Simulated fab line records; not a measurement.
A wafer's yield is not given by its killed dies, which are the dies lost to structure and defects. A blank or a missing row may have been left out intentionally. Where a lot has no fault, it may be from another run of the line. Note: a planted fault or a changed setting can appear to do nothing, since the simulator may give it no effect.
Lot-split experiment + flow n5Finfet + route with 1938 steps; 7 lots, 21 wafers read

== SPLIT DETAILS ==
At N5_BEOL_M6_COAT_22 (resist thk 30 nm), the setting spinRpm was moved away from the recipe's 1500 rpm on 9 of the 21 wafers read, by -10.1% to +11.3%. For the rest of the wafers, this setting stayed at what the recipe calls for.

== FROM THE SPLIT TO THE READING: what the file shows between them, 2 steps ==
- N5_BEOL_M6_EBR_24
- N5_BEOL_M6_SOFTBAKE_23: time 60 s

== THE READING ==
CAR-EUV_of_BEOL_M6_COAT_22.thkNm (the simulator's own value, which no gauge read), in nm, at N5_BEOL_M6_DESCUM_33 (chemistry O2, time 7 s). The file gives no usual value for it. Across the 12 wafers here that went through the recipe, the average is 26.1 nm and the standard deviation 0.099 nm.

| wafer  | tool, chamber at the split | spinRpm as run, rpm | against the recipe | CAR-EUV_of_BEOL_M6_COAT_22.thkNm, nm | against lot-mates on the recipe |
|--------|----------------------------|---------------------|--------------------|--------------------------------------|---------------------------------|
| L075.1 | lithoTrack-04, 0           | 1500                | recipe             | 26                                   | -                               |
| L075.3 | lithoTrack-04, 0           | 1349                | -10.1%             | 27.6                                 | +1.6                            |
| L075.6 | lithoTrack-04, 0           | 1349                | -10.1%             | 27.6                                 | +1.6                            |
| L076.2 | lithoTrack-03, 0           | 1437                | -4.2%              | 26.8                                 | no lot-mate on the recipe       |
| L076.3 | lithoTrack-03, 0           | 1437                | -4.2%              | 26.8                                 | no lot-mate on the recipe       |
| L076.6 | lithoTrack-03, 0           | 1437                | -4.2%              | 26.6                                 | no lot-mate on the recipe       |
| L079.2 | lithoTrack-03, 0           | 1500                | recipe             | 26                                   | -                               |
| L079.3 | lithoTrack-03, 0           | 1500                | recipe             | 26.2                                 | -                               |
| L079.4 | lithoTrack-03, 0           | 1500                | recipe             | 26.2                                 | -                               |
| L083.1 | lithoTrack-04, 0           | 1500                | recipe             | 26.2                                 | -                               |
| L083.3 | lithoTrack-04, 0           | 1669                | +11.3%             | 24.4                                 | -1.8                            |
| L083.5 | lithoTrack-04, 0           | 1669                | +11.3%             | 24.6                                 | -1.6                            |
| L091.3 | lithoTrack-04, 0           | 1500                | recipe             | 26                                   | -                               |
| L091.4 | lithoTrack-04, 0           | 1500                | recipe             | 26                                   | -                               |
| L091.5 | lithoTrack-04, 0           | 1500                | recipe             | 26                                   | -                               |
| L092.4 | lithoTrack-03, 0           | 1500                | recipe             | 26.2                                 | -                               |
| L092.5 | lithoTrack-03, 0           | 1500                | recipe             | 26.2                                 | -                               |
| L092.6 | lithoTrack-03, 0           | 1500                | recipe             | 26.2                                 | -                               |
| L094.2 | lithoTrack-04, 0           | 1500                | recipe             | 26.2                                 | -                               |
| L094.3 | lithoTrack-04, 0           | 1561                | +4.1%              | 25.6                                 | -0.6                            |
| L094.4 | lithoTrack-04, 0           | 1561                | +4.1%              | 25.4                                 | -0.8                            |

THE FIT
A straight line over all 21 wafers: CAR-EUV_of_BEOL_M6_COAT_22.thkNm changes by -0.146 nm for each +1% of spinRpm; r = -0.99; the points scatter about the line by 0.099 nm.
The same after taking each lot's own level away (the mean of its wafers on the recipe; 18 wafers): -0.156 nm for each +1%; r = -1.00; scatter 0.072 nm.
According to that fit, moving spinRpm by its largest amount changes the reading by 1.8 nm.
Measured against the standard deviation above, the lots' own levels, which go from 26.00 to 26.20 nm, span 2.0 times it.
So the lot-to-lot level changes the slope little: the two slopes agree.
Check: with one of the wafers moved furthest among these (+11.3%) left out of the fit, the line predicts -1.73 nm for it against its lot-mates. Against them it came out at -1.8 nm.

== OTHER SPLITS APPLIED TO THESE WAFERS ==
Before the reading, these wafers also passed through other splits. Each is held against what the fit with the lots' levels taken away leaves over:
| other split on the same wafers  | wafers away from the commonest value | r with CAR-EUV_of_BEOL_M6_COAT_22.thkNm (lot level and that fit taken away) |
|---------------------------------|--------------------------------------|-----------------------------------------------------------------------------|
| N5_BEOL_M5_HM_DEP_02 targetThkA | 7                                    | +0.13                                                                       |

== THE WHOLE CHAIN: every reading that the file lists as answering this split, in the file's order ==
| step                 | what it does           | reading                                                                           | change (the file's fit)               | r (the file's) |
|----------------------|------------------------|-----------------------------------------------------------------------------------|---------------------------------------|----------------|
| N5_BEOL_M6_COAT_22   | resist thk 30 nm       | CAR-EUV_of_BEOL_M6_COAT_22.thkNm (the simulator's own value, which no gauge read) | -0.148 nm for each +1% of the setting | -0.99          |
| N5_BEOL_M6_DESCUM_33 | chemistry O2, time 7 s | CAR-EUV_of_BEOL_M6_COAT_22.thkNm (the simulator's own value, which no gauge read) | -0.156 nm for each +1% of the setting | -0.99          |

== THE FILE'S OWN FIT ==
CAR-EUV_of_BEOL_M6_COAT_22.thkNm changes by -0.156 nm for each +1% of spinRpm, r = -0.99.
